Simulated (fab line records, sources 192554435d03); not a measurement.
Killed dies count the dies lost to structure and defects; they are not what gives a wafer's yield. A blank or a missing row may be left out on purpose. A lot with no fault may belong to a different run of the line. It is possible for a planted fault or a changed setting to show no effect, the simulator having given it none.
fab line records -- flow n5_finfet
record lots=11, wafers=33, last_day=18
route steps=1938 shown BEOL_M3@990 PASSIVATION@1906
lots that met no fault: taken from a fault-free run of the same line
start_h: the number of hours between the record's first day and the start of the first shown wafer of the lot -- wait_h: hours elapsed since this lot's preceding step -- " identical to the entry in the row above -- L1.1+2: a single row standing in for several wafers -- - no value present, or no start provided -- * or withheld: withheld -- < > ~ a bound
route shown NAME@n: names a module that has steps shown in the file, with the first one's number in the route -- usual: the fault-free wafers' mean and standard deviation -- same: alike in all rows -- chamber/n: place in a boat -- sites: readings site by site -- _std_site: the standard deviation of these -- _edge_site: inner sites' mean taken away from outer sites' mean -- radius_mm: how far each site lies from the wafer's centre -- mask NAME#n: copy n -- behind: the last tool/chamber to shape the wafer -- hold: reason for holding the lot/hours on hold/outcome of the hold -- device: the transistor (n, p or np) that didn't switch -- end of line: the tests these same wafers got at the end of their route -- for a step that has no rows: nothing shown but its recipe -- killed: at the first sort, the dies lost to defects and structure; wafer yield is something else -- map: a wafer's dies, marking killed ones x, the rest . and places with no die _
set.NAME: setting as actually run; set.NAME@STEP: the setting as run at that earlier step -- model.NAME: the simulator's own value behind a step, which no gauge read
a sample of lots followed through the steps of the route, with each step as a table and each wafer as a row
services: a tool's chamber out of use, with start hour (start_h, from the record's first day; less than 0 if before it), hours out, and reason
## steps
# step N5_BEOL_M3_PRE_CLEAN_45
# recipe gas=H2/He, time_s=30, temp_c=250
# usual heater_power_w=344/29
lot.wafer,tool,chamber,start_h,wait_h,heater_power_w
L286.2,pvd_sputter-02,-,151.38,0.0,367
L286.4,pvd_sputter-02,-,151.38,0.0,323
L286.6,pvd_sputter-02,-,151.38,0.0,419
L287.1,pvd_sputter-02,-,159.81,0.0,424
L287.2,pvd_sputter-02,-,159.81,0.0,344
L287.4,pvd_sputter-02,-,159.81,0.0,331
L288.1,pvd_sputter-02,-,163.89,0.0,319
L288.2,pvd_sputter-02,-,163.89,0.0,342
L288.5,pvd_sputter-02,-,163.89,0.0,415
L289.2,pvd_sputter-01,-,176.36,0.0,356
L289.4,pvd_sputter-01,-,176.36,0.0,367
L289.6,pvd_sputter-01,-,176.36,0.0,353
L292.2,pvd_sputter-02,-,192.82,0.0,422
L292.3,pvd_sputter-02,-,192.82,0.0,363
L292.4,pvd_sputter-02,-,192.82,0.0,331
L298.1,pvd_sputter-03,-,227.67,0.0,353
L298.3,pvd_sputter-03,-,227.67,0.0,305
L298.6,pvd_sputter-03,-,227.67,0.0,297
L302.2,pvd_sputter-03,-,263.30,0.0,334
L302.5,pvd_sputter-03,-,263.30,0.0,346
L302.6,pvd_sputter-03,-,263.30,0.0,299
L303.1,pvd_sputter-02,-,264.12,0.0,339
L303.2,pvd_sputter-02,-,264.12,0.0,370
L303.4,pvd_sputter-02,-,264.12,0.0,330
L305.1,pvd_sputter-01,-,266.27,0.0,326
L305.5,pvd_sputter-01,-,266.27,0.0,322
L305.6,pvd_sputter-01,-,266.27,0.0,343
L307.1,pvd_sputter-03,-,285.33,0.0,303
L307.4,pvd_sputter-03,-,285.33,0.0,341
L307.5,pvd_sputter-03,-,285.33,0.0,307
L308.1,pvd_sputter-01,-,306.38,0.0,359
L308.3,pvd_sputter-01,-,306.38,0.0,363
L308.5,pvd_sputter-01,-,306.38,0.0,364
# step N5_PASSIVATION_OVL_MEAS_63
# recipe points_per_wafer=44
# usual PAD_OVL=0/4.9
lot.wafer,tool,chamber,start_h,wait_h,PAD_OVL[nm]
L286.2,overlay-02,0,276.57,0.0,1
L286.4,overlay-02,0,276.57,0.0,1
L286.6,overlay-02,0,276.57,0.0,3
L288.1,overlay-02,0,291.98,0.0,2
L288.2,overlay-02,0,291.98,0.0,-1
L288.5,overlay-02,0,291.98,0.0,-2
L289.2,overlay-02,0,292.53,0.0,-3
L289.4,overlay-02,0,292.53,0.0,-5
L289.6,overlay-02,0,292.53,0.0,-6
L287.1,overlay-02,0,294.59,0.0,-5
L287.2,overlay-02,0,294.59,0.0,-8
L287.4,overlay-02,0,294.59,0.0,-7
L292.2,overlay-02,0,300.76,0.0,2
L292.3,overlay-02,0,300.76,0.0,4
L292.4,overlay-02,0,300.76,0.0,0
L298.1,overlay-02,0,345.44,0.0,-4
L298.3,overlay-02,0,345.44,0.0,7
L298.6,overlay-02,0,345.44,0.0,2
L302.2,overlay-02,0,376.38,0.0,7
L302.5,overlay-02,0,376.38,0.0,5
L302.6,overlay-02,0,376.38,0.0,1
L305.1,overlay-01,0,381.34,0.0,6
L305.5,overlay-01,0,381.34,0.0,3
L305.6,overlay-01,0,381.34,0.0,1
L303.1,overlay-02,0,381.58,0.0,8
L303.2,overlay-02,0,381.58,0.0,-1
L303.4,overlay-02,0,381.58,0.0,4
L307.1,overlay-01,0,403.04,0.0,-2
L307.4,overlay-01,0,403.04,0.0,-1
L307.5,overlay-01,0,403.04,0.0,-1
L308.1,overlay-02,0,416.74,0.0,3
L308.3,overlay-02,0,416.74,0.0,1
L308.5,overlay-02,0,416.74,0.0,-7
# step N5_PASSIVATION_DESCUM_32
# recipe chemistry=O2, time_s=7.9, source_power_w=50, bias_power_w=20, pressure_mtorr=20, rf_frequency_hz=2.712e+07, temp_c=40, o2_flow_sccm=225
# usual chamber_pressure_mTorr=20.000/0.017, drypump_motor_current_A=5.6/0.46, oes_product_au=0.81/0.068, rf_vpp_V=243.1/1.4, showerhead_plenum_p_Torr=2.09/0.079, throttle_valve_pct=20.44/0.2
lot.wafer,tool,chamber,start_h,wait_h,chamber_pressure_mTorr,drypump_motor_current_A,oes_product_au,rf_hours_counter_h,rf_vpp_V,showerhead_plenum_p_Torr,throttle_valve_pct
L286.2,rie_diel-05,1,276.63,0.0,20.027,6.1,0.85,52,242.3,2.13,20.20
L286.4,rie_diel-05,0,276.63,0.0,20.000,5.5,0.82,71,242.6,2.03,20.17
L286.6,rie_diel-05,3,276.63,0.0,20.032,5.0,0.83,-,245.1,2.21,20.28
L288.1,rie_diel-06,3,292.08,0.1,19.986,5.7,0.90,21,242.9,2.15,20.55
L288.2,rie_diel-06,1,292.08,0.1,20.021,6.2,0.81,83,243.0,2.21,20.61
L288.5,rie_diel-06,2,292.08,0.1,20.019,5.8,0.69,-,243.1,2.06,20.69
L289.2,rie_diel-06,0,292.58,0.0,19.984,4.8,0.80,98,244.8,2.20,20.64
L289.4,rie_diel-06,2,292.58,0.0,19.999,5.8,0.68,248,243.0,2.06,20.70
L289.6,rie_diel-06,2,292.58,0.0,20.003,5.8,0.68,-,242.4,2.06,20.71
L287.1,rie_diel-05,1,294.65,0.0,19.964,6.1,0.85,59,243.1,2.13,20.20
L287.2,rie_diel-05,2,294.65,0.0,20.001,5.6,0.81,110,241.8,2.01,20.61
L287.4,rie_diel-05,3,294.65,0.0,19.986,5.0,0.83,67,244.8,2.21,20.31
L292.2,rie_diel-05,3,300.82,0.0,19.990,5.0,0.83,69,245.3,2.21,20.32
L292.3,rie_diel-05,0,300.82,0.0,20.002,5.5,0.82,79,242.6,2.02,20.19
L292.4,rie_diel-05,1,300.82,0.0,20.005,6.1,0.85,61,242.9,2.13,20.18
L298.1,rie_diel-06,3,345.49,0.0,20.015,5.7,0.85,45,244.1,2.14,20.58
L298.3,rie_diel-06,1,345.49,0.0,20.015,6.3,0.78,104,243.6,2.21,20.63
L298.6,rie_diel-06,3,345.49,0.0,20.033,5.7,0.86,-,243.1,2.14,20.60
L302.2,rie_diel-01,1,376.71,0.3,20.005,5.6,0.91,28,244.0,2.05,20.25
L302.5,rie_diel-01,3,376.71,0.3,20.003,5.4,0.74,-,241.7,2.00,20.17
L302.6,rie_diel-01,0,376.71,0.3,20.011,6.2,0.88,-,242.6,2.04,20.56
L305.1,rie_diel-06,3,381.40,0.0,20.006,5.7,0.84,58,242.0,2.13,20.60
L305.5,rie_diel-06,1,381.40,0.0,19.996,6.2,0.77,-,246.5,2.20,20.66
L305.6,rie_diel-06,0,381.40,0.0,20.003,4.8,0.77,-,245.1,2.19,20.70
L303.1,rie_diel-01,1,381.64,0.0,20.009,5.7,0.91,30,243.9,2.05,20.26
L303.2,rie_diel-01,3,381.64,0.0,20.007,5.3,0.74,172,242.9,2.00,20.16
L303.4,rie_diel-01,0,381.64,0.0,19.996,6.2,0.88,45,241.1,2.04,20.54
L307.1,rie_diel-01,2,403.10,0.0,20.008,5.3,0.70,202,242.1,2.00,20.43
L307.4,rie_diel-01,1,403.10,0.0,19.975,5.6,0.89,37,240.8,2.04,20.28
L307.5,rie_diel-01,3,403.10,0.0,19.982,5.4,0.74,-,240.3,2.00,20.16
L308.1,rie_diel-06,1,416.87,0.1,20.028,6.3,0.77,127,243.1,2.20,20.66
L308.3,rie_diel-06,3,416.87,0.1,20.014,5.7,0.82,70,244.0,2.13,20.62
L308.5,rie_diel-06,0,416.87,0.1,19.989,4.8,0.76,-,243.3,2.18,20.71
# step N5_PASSIVATION_DESCUM_46
# recipe chemistry=O2, time_s=7.9, source_power_w=50, bias_power_w=20, pressure_mtorr=20, rf_frequency_hz=2.712e+07, temp_c=40, o2_flow_sccm=225
# usual chamber_pressure_mTorr=20.000/0.019, drypump_motor_current_A=5.6/0.45, oes_product_au=0.81/0.064, rf_vpp_V=243.2/1.3, showerhead_plenum_p_Torr=2.10/0.079, throttle_valve_pct=20.44/0.19
lot.wafer,tool,chamber,start_h,wait_h,chamber_pressure_mTorr,drypump_motor_current_A,oes_product_au,rf_hours_counter_h,rf_vpp_V,showerhead_plenum_p_Torr,throttle_valve_pct
L286.2,rie_diel-05,3,278.49,0.0,20.038,5.0,0.83,62,245.3,2.21,20.28
L286.4,rie_diel-05,2,278.49,0.0,19.972,5.6,0.82,104,242.5,2.01,20.62
L286.6,rie_diel-05,2,278.49,0.0,20.003,5.6,0.83,-,241.9,2.01,20.61
L288.1,rie_diel-06,0,293.94,0.0,19.989,4.8,0.80,98,244.8,2.20,20.64
L288.2,rie_diel-06,3,293.94,0.0,19.993,5.7,0.90,21,243.6,2.15,20.55
L288.5,rie_diel-06,2,293.94,0.0,20.003,5.8,0.68,-,242.5,2.06,20.69
L289.2,rie_diel-06,1,294.53,0.2,20.021,6.3,0.81,84,243.7,2.21,20.60
L289.4,rie_diel-06,2,294.53,0.2,19.974,5.8,0.68,249,243.7,2.06,20.70
L289.6,rie_diel-06,1,294.53,0.2,19.996,6.2,0.81,-,245.0,2.21,20.61
L287.1,rie_diel-01,2,296.52,0.0,20.010,5.3,0.73,162,241.8,2.01,20.36
L287.2,rie_diel-01,3,296.52,0.0,19.996,5.4,0.75,145,241.7,2.01,20.13
L287.4,rie_diel-01,1,296.52,0.0,20.020,5.7,0.98,3,243.7,2.06,20.22
L292.2,rie_diel-01,0,303.11,0.4,19.987,6.2,0.93,17,242.3,2.05,20.50
L292.3,rie_diel-01,1,303.11,0.4,19.996,5.7,0.98,5,243.0,2.05,20.23
L292.4,rie_diel-01,3,303.11,0.4,20.004,5.4,0.76,147,241.4,2.01,20.11
L298.1,rie_diel-05,2,347.35,0.0,19.993,5.6,0.80,127,242.2,2.00,20.64
L298.3,rie_diel-05,1,347.35,0.0,20.058,6.1,0.82,78,243.4,2.12,20.24
L298.6,rie_diel-05,0,347.35,0.0,20.018,5.5,0.79,-,241.5,2.02,20.21
L302.2,rie_diel-01,1,378.69,0.0,19.985,5.6,0.91,28,243.5,2.05,20.26
L302.5,rie_diel-01,0,378.69,0.0,19.993,6.2,0.86,-,243.2,2.04,20.54
L302.6,rie_diel-01,1,378.69,0.0,19.968,5.6,0.91,-,243.1,2.05,20.27
L305.1,rie_diel-01,3,383.24,0.0,20.026,5.4,0.73,173,240.1,2.00,20.17
L305.5,rie_diel-01,2,383.24,0.0,20.009,5.3,0.72,-,241.5,2.00,20.41
L305.6,rie_diel-01,3,383.24,0.0,19.972,5.4,0.73,-,242.1,2.00,20.16
L303.1,rie_diel-06,2,384.19,0.5,19.988,5.8,0.90,20,241.9,2.05,20.38
L303.2,rie_diel-06,0,384.19,0.5,20.005,4.8,0.77,135,243.9,2.19,20.71
L303.4,rie_diel-06,3,384.19,0.5,20.012,5.7,0.84,59,243.4,2.13,20.62
L307.1,rie_diel-01,3,405.38,0.2,20.020,5.4,0.73,181,241.0,2.00,20.17
L307.4,rie_diel-01,2,405.38,0.2,19.965,5.2,0.71,203,242.2,2.00,20.42
L307.5,rie_diel-01,2,405.38,0.2,19.994,5.3,0.72,-,242.3,2.00,20.44
L308.1,rie_diel-06,3,418.61,0.0,20.038,5.7,0.82,71,243.8,2.13,20.63
L308.3,rie_diel-06,2,418.61,0.0,20.002,5.8,0.88,30,242.1,2.05,20.37
L308.5,rie_diel-06,3,418.61,0.0,19.996,5.7,0.81,-,243.2,2.13,20.63
# step N5_PASSIVATION_PROBE_49
# usual defect_limited_yield=91.5/1.3, killed_at_M0_to_M3=33/11, killed_at_M4_up=14/5.3, killed_at_contacts=11/6.3, killed_at_front_end=38/10, killed_at_other=3.7/2.8, killed_dies=101/16, killed_on_rim=13/3.4, killed_open=67/12, killed_short=32/7.4, sort_bin_5_function=5.0/0.86, sort_bin_6_memory=3.2/0.69, sort_bin_8_speed=0.00/0.007, sort_n_pass=1079/16, sort_yield_pct=91.5/1.3
# same gross_dies=1180, killed_at_back_side=0, sort_bin_4_leakage[%]=0
lot.wafer,tool,chamber,start_h,wait_h,defect_limited_yield[%],killed_at_M0_to_M3,killed_at_M4_up,killed_at_contacts,killed_at_front_end,killed_at_other,killed_dies,killed_on_rim,killed_open,killed_short,sort_bin_5_function[%],sort_bin_6_memory[%],sort_bin_8_speed[%],sort_n_pass,sort_yield_pct[%]
L288.1,prober-02,-,296.98,0.0,88.1,75,13,17,29,6,140,25,53,21,7.6,3.0,0,1040,88.1
L288.2,prober-02,-,297.03,0.1,85.3,106,17,11,32,8,174,23,69,25,9.5,4.2,0,1006,85.3
L288.5,prober-02,-,297.18,0.2,85.1,114,14,9,39,0,176,20,53,22,10.6,3.1,0,1004,85.1
L289.2,prober-02,-,297.64,0.1,92.6,20,8,23,35,1,87,13,57,30,4.0,2.8,0,1093,92.6
L289.4,prober-02,-,297.74,0.2,88.7,43,15,10,65,0,133,20,77,54,7.1,3.6,0,1047,88.7
L289.6,prober-02,-,297.84,0.3,87.9,38,12,16,77,0,143,14,83,55,5.3,5.9,0,1037,87.9
L292.2,prober-02,-,306.20,0.1,81.1,143,20,8,48,4,223,25,85,31,11.3,6.2,0,957,81.1
L292.3,prober-02,-,306.25,0.1,84.7,129,20,4,26,1,180,9,49,27,10.1,4.1,0,1000,84.7
L292.4,prober-02,-,306.30,0.2,84.7,104,12,10,53,1,180,25,78,43,9.5,4.6,0,1000,84.7
L298.1,prober-02,-,350.45,0.0,91.9,27,12,4,49,4,96,12,57,38,5.0,2.7,0,1084,91.9
L298.3,prober-02,-,350.55,0.1,93.8,31,11,1,24,6,73,8,44,28,4.0,2.2,0,1107,93.8
L298.6,prober-02,-,350.70,0.3,92.6,25,18,5,36,3,87,8,55,31,4.3,2.9,0,1093,92.6
# killed by level:class
L288.1 BEOL_M3:unspecified=63 MOL_CONTACT_COAG:geometric_particle:open=15 STI_FIN_REVEAL:geometric_particle:open=12 BEOL_M4:geometric_particle:open=6 BEOL_M0_SAQP:geometric_particle:short=3 MIM_TOP:geometric_particle:open=3 STARTING-WAFER:geometric_particle:open=3 FIN_SAQP:geometric_particle:open=2
L288.2 BEOL_M3:unspecified=77 STI_FIN_REVEAL:geometric_particle:open=10 BEOL_M3:geometric_particle:open=10 MOL_CONTACT_COAG:geometric_particle:open=9 BEOL_M1:geometric_particle:open=8 DUMMY_GATE:geometric_particle:open=7 GATE_CUT:geometric_particle:short=6 BEOL_M4:geometric_particle:open=6
L288.5 BEOL_M3:unspecified=100 STI_FIN_REVEAL:geometric_particle:open=16 MOL_CONTACT_COAG:geometric_particle:open=8 BEOL_M4:geometric_particle:open=8 FIN_SAQP:geometric_particle:open=6 FIN_SAQP:geometric_particle:short=6 BEOL_M2:geometric_particle:open=5 STI_FIN_REVEAL:geometric_particle:short=3
L289.2 MOL_CONTACT_COAG:geometric_particle:open=19 FIN_SAQP:geometric_particle:short=6 DUMMY_GATE:geometric_particle:open=6 BEOL_M1:geometric_particle:open=6 STI_FIN_REVEAL:geometric_particle:open=4 MOL_CONTACT_COAG:geometric_particle:short=4 BEOL_M0_SAQP:geometric_particle:open=4 BEOL_M0_SAQP:geometric_particle:short=3
L289.4 STI_FIN_REVEAL:geometric_particle:open=19 BEOL_M0_SAQP:geometric_particle:short=18 FIN_SAQP:geometric_particle:short=15 BEOL_M0_SAQP:geometric_particle:open=14 FIN_SAQP:geometric_particle:open=9 MOL_CONTACT_COAG:geometric_particle:open=8 STI_FIN_REVEAL:geometric_particle:short=5 DUMMY_GATE:geometric_particle:open=5
L289.6 FIN_SAQP:geometric_particle:short=17 FIN_SAQP:geometric_particle:open=17 BEOL_M0_SAQP:geometric_particle:short=17 STI_FIN_REVEAL:geometric_particle:open=15 MOL_CONTACT_COAG:geometric_particle:open=11 BEOL_M0_SAQP:geometric_particle:open=11 BEOL_M4:geometric_particle:open=7 STARTING-WAFER:geometric_particle:short=7
L292.2 BEOL_M3:unspecified=107 FIN_SAQP:geometric_particle:open=15 BEOL_M4:geometric_particle:open=13 BEOL_M0_SAQP:geometric_particle:open=10 BEOL_M2:geometric_particle:open=10 FIN_SAQP:geometric_particle:short=7 STI_FIN_REVEAL:geometric_particle:open=7 MOL_CONTACT_COAG:geometric_particle:open=6
L292.3 BEOL_M3:unspecified=104 BEOL_M4:geometric_particle:open=8 FIN_SAQP:geometric_particle:open=7 FIN_SAQP:geometric_particle:short=7 BEOL_M1:geometric_particle:open=6 BEOL_M3:geometric_particle:open=5 BEOL_M3:geometric_particle:short=5 BEOL_M5:geometric_particle:open=4
L292.4 BEOL_M3:unspecified=59 FIN_SAQP:geometric_particle:open=28 BEOL_M3:geometric_particle:short=12 MOL_CONTACT_COAG:geometric_particle:open=10 BEOL_M1:geometric_particle:short=10 FIN_SAQP:geometric_particle:short=8 BEOL_M4:geometric_particle:open=6 DUMMY_GATE:geometric_particle:open=5
L298.1 FIN_SAQP:geometric_particle:short=14 BEOL_M3:geometric_particle:open=11 STI_FIN_REVEAL:geometric_particle:open=8 GATE_CUT:geometric_particle:short=8 BEOL_M0_SAQP:geometric_particle:open=5 FIN_SAQP:geometric_particle:open=4 MOL_CONTACT_COAG:geometric_particle:open=4 BEOL_M4:geometric_particle:open=4
L298.3 BEOL_M1:geometric_particle:open=10 BEOL_M0_SAQP:geometric_particle:open=8 DUMMY_GATE:geometric_particle:open=7 BEOL_M4:geometric_particle:open=6 FIN_SAQP:geometric_particle:short=5 BEOL_M3:geometric_particle:open=5 PAD_METAL:geometric_particle:short=4 BEOL_M1:geometric_particle:short=3
L298.6 BEOL_M4:geometric_particle:open=11 FIN_SAQP:geometric_particle:short=8 BEOL_M2:geometric_particle:open=8 GATE_CUT:geometric_particle:short=7 FIN_SAQP:geometric_particle:open=5 DUMMY_GATE:geometric_particle:open=5 MOL_CONTACT_COAG:geometric_particle:open=5 BEOL_M0_SAQP:geometric_particle:open=5
## services
tool,chamber,start_h,hours,kind
rie_diel-06,0,149.96,9.6,repair
rie_diel-06,-,186.01,2.8,pm
rie_diel-06,2,193.07,5.0,repair
rie_diel-06,3,217.63,-,clean
rie_diel-06,3,217.63,-,consumable_replace:focus_ring
rie_diel-06,3,217.63,24.0,scheduled_down
rie_diel-06,3,217.63,24.0,vent_cycle
rie_diel-01,0,246.77,-,clean
rie_diel-01,0,246.77,-,consumable_replace:focus_ring
rie_diel-06,0,248.46,12.2,repair
rie_diel-06,2,253.30,11.7,repair
pvd_sputter-03,-,285.89,3.8,repair
rie_diel-06,2,297.24,-,clean
rie_diel-06,2,297.24,-,consumable_replace:focus_ring
rie_diel-06,2,297.24,22.7,scheduled_down
rie_diel-06,2,297.24,22.7,vent_cycle
rie_diel-06,0,323.11,6.4,repair
rie_diel-05,-,328.94,1.0,repair
rie_diel-06,1,331.98,7.0,repair
rie_diel-01,3,338.74,10.4,repair
rie_diel-06,2,343.55,9.0,repair
rie_diel-01,1,346.23,5.1,repair
pvd_sputter-02,-,351.75,1.1,repair
pvd_sputter-03,-,395.24,3.6,repair
## key
first_sign step=N5_PASSIVATION_PROBE_49, reading=killed_at_M0_to_M3, direction=up, sigmas=7.2, usual=33, struck=112
effect step=N5_PASSIVATION_PROBE_49, reading=defect_limited_yield, direction=down, sigmas=5, usual=91.5, struck=84.8
more_kills_born_at N5_BEOL_M3_PRE_CLEAN_45@pvd_sputter-02=509
met_at N5_BEOL_M3_PRE_CLEAN_45
struck_lots L288,L292
not_acting_at N5_PASSIVATION_OVL_MEAS_63,N5_PASSIVATION_DESCUM_32,N5_PASSIVATION_DESCUM_46
onset_between 159.81 163.89
fault kind=chamber_particle_source, tool=pvd_sputter-02, chamber=-, onset_h=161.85, steps=N5_BEOL_M3_PRE_CLEAN_45, rate_per_visit_cm2=0.46105, end_h=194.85
